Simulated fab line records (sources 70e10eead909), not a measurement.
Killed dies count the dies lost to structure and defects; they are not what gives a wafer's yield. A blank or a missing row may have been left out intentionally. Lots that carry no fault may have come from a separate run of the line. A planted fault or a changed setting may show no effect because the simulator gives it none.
A struck lot beside a sound one	flow nand harc	36 out of 1159 route steps
Sound: wafers L495.1, L495.4, L495.5. Struck: wafers L498.1, L498.3 (left out: L498.5, a lot-mate that was not struck); the cause follows at the end.
For every step that has rows: the tool of each side, followed by ch and its chambers, followed by its first start. Under that, the readings that differ: sound wafers	struck wafers	difference of the means	sigmas: that difference in standard deviations of wafers without a fault.
alike: words and numbers the same on both sides, and readings whose means are apart by under 2 such deviations; not compared: readings that were withheld, readings missing a value for some wafer, numbers with overlapping values and no deviation given by the record, and bounds like >300 which may hide the same value.
Wherever a step has rows on one side only, a row that says differs or no value, or a row with sigmas, the two part there. Numbers that don't overlap but have no deviation are shown without sigmas and don't part them. Lack of a reading on every wafer of one side parts them only where that side has two or more wafers.

first, 2 steps without rows for these wafers: NHARC_A_SLIT_PRECLEAN_19 (cleans in SC1); NHARC_A_SLIT_SRD_20.
NHARC_A_SLIT_CD_MEAS_21:
  sound: cd sem-02 at day 15 10:15; struck: cd sem-01 at day 16 16:59
  alike: cd nm
then, 3 steps without rows for these wafers: NHARC_A_SIN_REMOVE_WET_00 (chemistry H3PO4, time 15300 s); NHARC_A_SIN_REMOVE_PRECLEAN_01 (cleans in SC1); NHARC_A_SIN_REMOVE_SRD_02.
NHARC_A_SIN_REMOVE_INSPECT_04:
  sound: defect inspect-01 at day 15 18:00; struck: defect inspect-02 at day 16 22:56
  alike: raw defect count
then, 3 steps without rows for these wafers: NHARC_A_WL_FILL_ALD_00 (deposits Al2O3, target thk 3 nm, pulse time 3 s, ald cycles 30); NHARC_A_WL_FILL_RTA_01 (time 5 s); NHARC_A_WL_FILL_ALD_02 (deposits TiN, target thk 2 nm, pulse time 3 s, ald cycles 100).
NHARC_A_WL_FILL_CVD_03: deposits W, target thk 40 nm, time 3302 s.
  sound on cvd w-02 ch 0, day 15 18:58; struck on cvd w-01 ch 1, day 17 08:48
reading	sound	struck	difference	sigmas
throttle valve pct (%)	8.4 8.2 8.2	7.4 7.2	-1.0	-3
  alike: chamber pressure Torr, heater power outer w, heater power w, mfc ar sccm
then, 8 steps without rows for these wafers: NHARC_A_WL_FILL_ETCHBACK_04 (etches the open film in NF3, target depth 60 nm, time 120 s); NHARC_A_WL_FILL_ETCHBACK_05 (etches the open film in Cl2/BCl3, target depth 22 nm, time 60 s); NHARC_A_WL_FILL_STRIP_27 (strips in N2/H2, time 20 s); NHARC_A_WL_FILL_STRIP_28 (strips in post etch residue remover, time 1200 s); NHARC_A_WL_FILL_PRECLEAN_06 (cleans in DIW, time 300 s); NHARC_A_WL_FILL_SRD_07; NHARC_A_WL_FILL_ANNEAL_08 (time 1800 s); NHARC_A_WL_FILL_ALD_10 (deposits SiO2, target thk 50 nm, pulse time 10 s, ald cycles 500).
NHARC_A_WL_FILL_ETCHBACK_16: etches the open film in C4F8/O2/Ar, target depth 88 nm, time 17.6 s.
  sound on rie diel-05 ch 2,3; struck on rie diel-07 ch 0,2
reading	sound	struck	difference	sigmas
oes product au (a.u.)	0.996 1.010 0.999	0.921 0.920	-0.081	-3
  alike: rf vpp V
  not compared: rf hours counter h
NHARC_A_WL_FILL_STRIP_29: strips in O2, time 20 s.
  sound on rie diel-05 ch 1,2, day 16 08:39; struck on rie diel-07 ch 1,3, day 17 19:56
  alike: drypump motor current A, mfc ar sccm, oes product au, rf vpp V, showerhead plenum p Torr, throttle valve pct
  not compared: rf hours counter h
NHARC_A_WL_FILL_ETCHBACK_17: etches the open film in Cl2/BCl3, target depth 4 nm, time 26.7 s.
  sound on rie metal-03 ch 0,1, day 16 08:45; struck on rie metal-01 ch 0,1, day 17 20:01
reading	sound	struck	difference	sigmas
oes product au (a.u.)	1.009 1.006 1.001	0.998 0.982	-0.015	-2
  alike: drypump motor current A
  not compared: rf hours counter h
then, 3 steps without rows for these wafers: NHARC_A_WL_FILL_PRECLEAN_18 (cleans in dHF, time 30 s); NHARC_A_WL_FILL_SRD_21; NHARC_A_WL_FILL_CVD_23 (deposits poly-Si, target thk 40 nm, time 800 s).
NHARC_A_WL_FILL_ETCHBACK_26: etches the open film in HBr, target depth 52 nm, time 13.3 s.
  sound on rie si-05 ch 1,2,3, day 16 13:45; struck on rie si-05 ch 0,3, day 18 01:03
  alike: drypump motor current A, hbr flow sccm, oes product au, throttle valve pct
  not compared: rf hours counter h
then, 3 steps without rows for these wafers: NHARC_A_WL_FILL_PRECLEAN_30 (cleans in dHF, time 10 s); NHARC_A_WL_FILL_SRD_14; NHARC_A_WL_FILL_ALD_19 (deposits TiN, target thk 2 nm, pulse time 3 s, ald cycles 100).
NHARC_A_WL_FILL_CVD_20: deposits W, target thk 75 nm, time 5064 s.
  sound on cvd w-01 ch 0,1; struck on cvd w-02 ch 0,1
  alike: chamber pressure Torr, heater power outer w, heater power w, mfc ar sccm, throttle valve pct
then, 2 steps without rows for these wafers: NHARC_A_WL_FILL_CMP_12 (polishes, t overpolish 30 s, target thk 75 nm); NHARC_A_WL_FILL_SRD_31.
NHARC_A_WL_FILL_INSPECT_15:
  sound: defect inspect-02 at day 16 19:47; struck: defect inspect-01 at day 18 07:10
  alike: raw defect count
then, 2 steps without rows for these wafers: NHARC_A_CONTACT_DEP_24 (deposits SiO2, target thk 500 nm); NHARC_A_CONTACT_DEP_28 (deposits aC, target thk 3600 nm).
-- record jumps: 3 days between struck wafers' starts before vs after; left off in module A_CONTACT, resumes in module END, first step shown is number 1159 of the route --
NHARC_END_SORT_01:
  here the record holds rows for the struck wafers (prober-01 ch 0, day 21 08:16) but none for the sound ones

WHERE THEY PART
Last at NHARC_END_SORT_01 as far as this record goes, first at NHARC_A_WL_FILL_CVD_03.

WHY: what had been put in by the simulator
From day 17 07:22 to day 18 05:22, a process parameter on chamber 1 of cvd w-01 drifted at NHARC_A_WL_FILL_CVD_03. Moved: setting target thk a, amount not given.
